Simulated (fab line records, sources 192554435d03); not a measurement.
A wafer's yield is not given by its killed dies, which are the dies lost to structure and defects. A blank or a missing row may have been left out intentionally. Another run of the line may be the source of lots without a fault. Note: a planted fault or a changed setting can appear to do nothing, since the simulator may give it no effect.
Split-lot trial | flow n5 finfet | 21 wafers read from 7 lots, route of 1938 steps

## ABOUT THE SPLIT
At N5_BEOL_M4_TRENCH_ETCH_37 (etches SiOC in C4F6/O2, target depth 55.555 nm, time 29.2 s), the setting bias w was moved away from the recipe's 185 W on 9 of the 21 wafers read, by -12.6% to +12.0%. For the rest of the wafers, this setting stayed at what the recipe calls for.

The reading is taken at the split's own step.

## THE READING
rf vpp V, in V, at N5_BEOL_M4_TRENCH_ETCH_37 (etches SiOC in C4F6/O2, target depth 55.555 nm, time 29.2 s). Typical for fault-free wafers on this fab line: 667 V, with standard deviation 8 V.

wafer  | tool, chamber at the split | bias w as run, W | against the recipe | rf vpp V, V | against lot-mates on the recipe
L074.1 | rie diel-03, 2             | 185              | recipe             | 668         | -
L074.3 | rie diel-03, 0             | 185              | recipe             | 669         | -
L074.4 | rie diel-03, 3             | 185              | recipe             | 671         | -
L078.1 | rie diel-03, 0             | 164.9            | -10.9%             | 609         | -55
L078.2 | rie diel-03, 1             | 185              | recipe             | 664         | -
L078.5 | rie diel-03, 1             | 164.9            | -10.9%             | 606         | -58
L079.1 | rie diel-06, 3             | 185              | recipe             | 675         | -
L079.3 | rie diel-06, 1             | 194.5            | +5.1%              | 704         | +29
L079.4 | rie diel-06, 2             | 194.5            | +5.1%              | 702         | +27
L084.1 | rie diel-01, 1             | 161.7            | -12.6%             | 585         | -82
L084.2 | rie diel-01, 3             | 161.7            | -12.6%             | 606         | -61
L084.4 | rie diel-01, 0             | 185              | recipe             | 667         | -
L085.3 | rie diel-01, 3             | 185              | recipe             | 675         | -
L085.4 | rie diel-01, 1             | 185              | recipe             | 650         | -
L085.5 | rie diel-01, 2             | 185              | recipe             | 656         | -
L086.1 | rie diel-03, 3             | 185              | recipe             | 671         | -
L086.3 | rie diel-03, 2             | 166.7            | -9.9%              | 613         | -56
L086.5 | rie diel-03, 2             | 185              | recipe             | 668         | -
L089.3 | rie diel-03, 0             | 207.2            | +12.0%             | 730         | +63
L089.5 | rie diel-03, 0             | 185              | recipe             | 667         | -
L089.6 | rie diel-03, 1             | 207.2            | +12.0%             | 725         | +58

THE FIT
A straight line over all 21 wafers: rf vpp V changes by +5.49 V for each +1% of bias w; r = +0.98; the points scatter about the line by 7.3 V.
The same after taking each lot's own level away (the mean of its wafers on the recipe; 21 wafers): +5.35 V for each +1%; r = +0.99; scatter 5.9 V.
On that fit, the largest move of bias w shifts the reading by 67 V.
Measured against the standard deviation above, the lots' own levels, which go from 660.3 to 675.0 V, span 1.8 times it.
So the lot-to-lot level changes the slope little: the two slopes agree.
Check: for one of the wafers moved furthest among these (-12.6%), held out of the fit, the line's prediction against its lot-mates is -65 V. Against them it came out at -82 V.
Tool readings at the split's step, against how far the setting was moved: rf vpp V r = +0.98.

## THESE WAFERS: OTHER SPLITS
Note: prior to the reading, these wafers also went through further splits. Each is held against what the fit with the lots' levels taken away leaves over:
other split on the same wafers     | wafers away from the commonest value | r with rf vpp V (lot level and that fit taken away)
N5_BEOL_M1_TRENCH_ETCH_37 source w | 6                                    | -0.19
N5_BEOL_M2_ETCH_69 bias w          | 9                                    | +0.10
N5_BEOL_M2_TRENCH_ETCH_37 bias w   | 8                                    | +0.13
N5_BEOL_M3_ETCH_64 time s          | 6                                    | +0.15
N5_BEOL_M3_COAT_22 spin rpm        | 8                                    | +0.18
N5_BEOL_M4_DESCUM_33 time s        | 7                                    | -0.22

## FILE'S OWN FIT
rf vpp V changes by +5.37 V for each +1% of bias w, r = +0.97.
